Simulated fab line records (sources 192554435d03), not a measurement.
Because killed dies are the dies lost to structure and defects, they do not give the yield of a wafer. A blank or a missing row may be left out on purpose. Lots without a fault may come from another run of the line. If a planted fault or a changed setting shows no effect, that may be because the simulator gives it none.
Which of the tools did it? ; flow n5 finfet ; 30 wafers from 10 lots sampled at 6 of the route's 1938 steps

== WHAT THE GAUGES READ, wafer by wafer ==
N5_BEOL_M4_RC_MEAS_101.
lot;measured;on;DIBL_N (mV/V)
L959;day 8 02:14;prober-02;34.6 38.2 37.1
L962;day 9 02:19;prober-02;36.2 37.7 35.9
L964;day 8 23:53;prober-01;32.8 35.5 35.6
L963;day 9 06:42;prober-01;36.1 36.0 35.6
L965;day 9 10:04;prober-01;34.1 35.3 36.0
L970;day 11 08:32;prober-01;33.6 34.7 33.2
L971;day 11 05:29;prober-02;36.2 35.2 37.1
L973;day 11 12:03;prober-01;36.9 37.7 36.5
L974;day 12 10:29;prober-02;35.5 36.6 37.5
L978;day 12 22:56;prober-01;36.6 36.3 35.4

== WHICH TOOL RAN EACH LOT (tool, then ch and the chambers of the sampled wafers, then the start) ==
lot;N5_BEOL_M2_SPUTTER_90;N5_BEOL_M2_SPUTTER_96;N5_BEOL_M2_ECD_50;N5_BEOL_M2_CMP_52;N5_BEOL_M2_PRE_CLEAN_60
L959;pvd sputter-03, day 6 23:01;pvd sputter-03, day 6 23:40;ecd cu-01 ch 0,1, day 6 23:48;cmp-01 ch 0,1,3, day 7 00:15;cvd co-02 ch 0,1, day 7 00:31
L962;pvd sputter-01, day 7 16:07;pvd sputter-01, day 7 16:47;ecd cu-02 ch 1, day 7 16:54;cmp-02 ch 0,1,2, day 7 17:21;cvd co-02 ch 0,1, day 7 17:37
L964;pvd sputter-01, day 8 03:25;pvd sputter-01, day 8 04:04;ecd cu-02 ch 0,1, day 8 04:11;cmp-01 ch 0,1,2, day 8 04:38;cvd co-01 ch 0,2, day 8 04:54
L963;pvd sputter-01, day 8 05:20;pvd sputter-01, day 8 05:59;ecd cu-02 ch 0,1, day 8 06:07;cmp-01 ch 0,1,2, day 8 06:31;cvd co-01 ch 0,1,2, day 8 06:55
L965;pvd sputter-03, day 8 08:26;pvd sputter-03, day 8 09:06;ecd cu-01 ch 0,1, day 8 09:13;cmp-01 ch 0,1,2, day 8 09:49;cvd co-02 ch 0,1,2, day 8 10:04
L970;pvd sputter-03, day 10 00:50;pvd sputter-03, day 10 01:29;ecd cu-02 ch 0,1, day 10 01:37;cmp-03 ch 0,1, day 10 02:01;cvd co-01 ch 1,2, day 10 02:20
L971;pvd sputter-01, day 10 04:00;pvd sputter-01, day 10 04:40;ecd cu-01 ch 0,1, day 10 04:47;cmp-03 ch 1,2,3, day 10 05:09;cvd co-01 ch 0,1,2, day 10 05:29
L973;pvd sputter-02, day 10 09:28;pvd sputter-02, day 10 10:08;ecd cu-01 ch 0,1, day 10 10:15;cmp-03 ch 0,2,3, day 10 10:43;cvd co-01 ch 1,2, day 10 10:58
L974;pvd sputter-03, day 11 01:34;pvd sputter-03, day 11 02:14;ecd cu-01 ch 0,1, day 11 02:21;cmp-03 ch 0,1, day 11 02:44;cvd co-02 ch 1,2, day 11 03:04
L978;pvd sputter-03, day 12 02:44;pvd sputter-03, day 12 03:24;ecd cu-02 ch 0, day 12 03:31;cmp-02 ch 0,3, day 12 04:20;cvd co-01 ch 0,1, day 12 04:38
- N5_BEOL_M2_SPUTTER_90: material Cu, target thk 4.5 nm, time 8.29 s.
- N5_BEOL_M2_SPUTTER_96: material Cu, target thk 4.5 nm, time 8.29 s.
- N5_BEOL_M2_ECD_50: material Cu, target thk 300 nm.
- N5_BEOL_M2_CMP_52: polishes, stops on SiOC, t overpolish 6.8 s, target thk 40 nm.
- N5_BEOL_M2_PRE_CLEAN_60: time 15 s.

== THE ANSWER, worked out from the rows above alone ==
Rule: what is usual is taken from the lots themselves. Put in order of their means at a reading, lots are off if they are a third of the lots or fewer, leave a main group of 4 or more, and stand apart from it by a gap of 3 or more times the standard deviation of the main group's means; of several such gaps the widest counts. A main group is skipped when, at the precision printed for the reading in the tables above, its means are all equal. Also off: a lot with no number at a reading for which 4 or more lots have one. The other lots that the step has rows for count as sound.
None of the lots is off at any reading shown; this tells nothing.

== WHAT WAS PUT IN BY THE SIMULATOR ==
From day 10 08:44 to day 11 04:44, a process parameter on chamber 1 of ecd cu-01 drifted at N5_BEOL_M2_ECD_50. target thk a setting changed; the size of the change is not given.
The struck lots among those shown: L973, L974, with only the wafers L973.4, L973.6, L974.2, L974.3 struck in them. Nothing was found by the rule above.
